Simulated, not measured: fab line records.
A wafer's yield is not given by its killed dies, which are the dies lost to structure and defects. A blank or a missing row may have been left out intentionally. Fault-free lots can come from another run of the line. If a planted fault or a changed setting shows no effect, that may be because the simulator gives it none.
Chamber matching :: flow n5Finfet :: N5_MOL_CONTACT_COAG_ALD_133 on aldSin-02 has 4 sister chambers
The step deposits SiO2, target thk 5 nm, pulse time 1 s, co reactant pulse time 1 s. 18 wafers are shown with their chamber, then 9 later ones without.

WAFERS WITH THEIR CHAMBER
wafer: L078.1
chamber: 3
heaterPowerW (W): 66
precursorPulseHeightRel: 1.032

wafer: L078.3
chamber: 0
heaterPowerW (W): 76
precursorPulseHeightRel: 0.978

wafer: L078.5
chamber: 0
heaterPowerW (W): 75
precursorPulseHeightRel: 1.011

wafer: L079.2
chamber: 3
heaterPowerW (W): 69
precursorPulseHeightRel: 1.045

wafer: L079.3
chamber: 1
heaterPowerW (W): 91
precursorPulseHeightRel: 0.976

wafer: L079.6
chamber: 1
heaterPowerW (W): 89
precursorPulseHeightRel: 0.976

wafer: L081.1
chamber: 1
heaterPowerW (W): 92
precursorPulseHeightRel: 0.997

wafer: L081.3
chamber: 3
heaterPowerW (W): 67
precursorPulseHeightRel: 0.969

wafer: L081.6
chamber: 1
heaterPowerW (W): 91
precursorPulseHeightRel: 1.005

wafer: L085.1
chamber: 1
heaterPowerW (W): 89
precursorPulseHeightRel: 0.977

wafer: L085.3
chamber: 3
heaterPowerW (W): 66
precursorPulseHeightRel: 1.018

wafer: L085.6
chamber: 1
heaterPowerW (W): 91
precursorPulseHeightRel: 0.993

wafer: L088.3
chamber: 2
heaterPowerW (W): 66
precursorPulseHeightRel: 0.976

wafer: L088.4
chamber: 3
heaterPowerW (W): 69
precursorPulseHeightRel: 1.011

wafer: L088.5
chamber: 3
heaterPowerW (W): 68
precursorPulseHeightRel: 1.002

wafer: L091.2
chamber: 1
heaterPowerW (W): 91
precursorPulseHeightRel: 1.009

wafer: L091.5
chamber: 1
heaterPowerW (W): 90
precursorPulseHeightRel: 0.994

wafer: L091.6
chamber: 0
heaterPowerW (W): 77
precursorPulseHeightRel: 1.033

SIGNATURES (averages over the wafers above)
reading: heaterPowerW
chamber 0: 76.00
chamber 1: 90.50
chamber 2: 66.00
chamber 3: 67.50
scatter within a chamber: 1.18

reading: precursorPulseHeightRel
chamber 0: 1.00733
chamber 1: 0.99087
chamber 2: 0.97600
chamber 3: 1.01283
scatter within a chamber: 0.0211
Rule: a wafer lies at a distance from a chamber equal to the root of the sum of squares, over the readings, of (its reading less the chamber's mean, divided by the reading's scatter). The wafer belongs to the nearest chamber; if the next one is less than 2 further off, it can't be placed. The scatter is the square root of a quotient: the sum, over the shown wafers, of each reading's squared deviation from its chamber's mean, divided by wafers minus chambers.

WAFERS WITH NO CHAMBER GIVEN
wafer: L093.3
heaterPowerW (W): 69
precursorPulseHeightRel: 1.013

wafer: L093.4
heaterPowerW (W): 92
precursorPulseHeightRel: 0.975

wafer: L093.6
heaterPowerW (W): 91
precursorPulseHeightRel: 0.994

wafer: L095.1
heaterPowerW (W): 76
precursorPulseHeightRel: 0.975

wafer: L095.4
heaterPowerW (W): 67
precursorPulseHeightRel: 0.992

wafer: L095.6
heaterPowerW (W): 69
precursorPulseHeightRel: 0.983

wafer: L097.1
heaterPowerW (W): 77
precursorPulseHeightRel: 0.993

wafer: L097.3
heaterPowerW (W): 66
precursorPulseHeightRel: 0.979

wafer: L097.6
heaterPowerW (W): 93
precursorPulseHeightRel: 0.999

CHAMBER TAKEN BY EACH
wafer: L093.3
from the rows above: can't be placed: 3 or 2
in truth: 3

wafer: L093.4
from the rows above: 1
in truth: 1

wafer: L093.6
from the rows above: 1
in truth: 1

wafer: L095.1
from the rows above: 0
in truth: 0

wafer: L095.4
from the rows above: can't be placed: 3 or 2
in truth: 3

wafer: L095.6
from the rows above: can't be placed: 3 or 2
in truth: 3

wafer: L097.1
from the rows above: 0
in truth: 0

wafer: L097.3
from the rows above: can't be placed: 2 or 3
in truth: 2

wafer: L097.6
from the rows above: 1
in truth: 1
Placed correctly: 5 of 9. Cannot be placed on the basis of these rows: 4; the candidates contain the true chamber in 4. 0 placed wrongly.
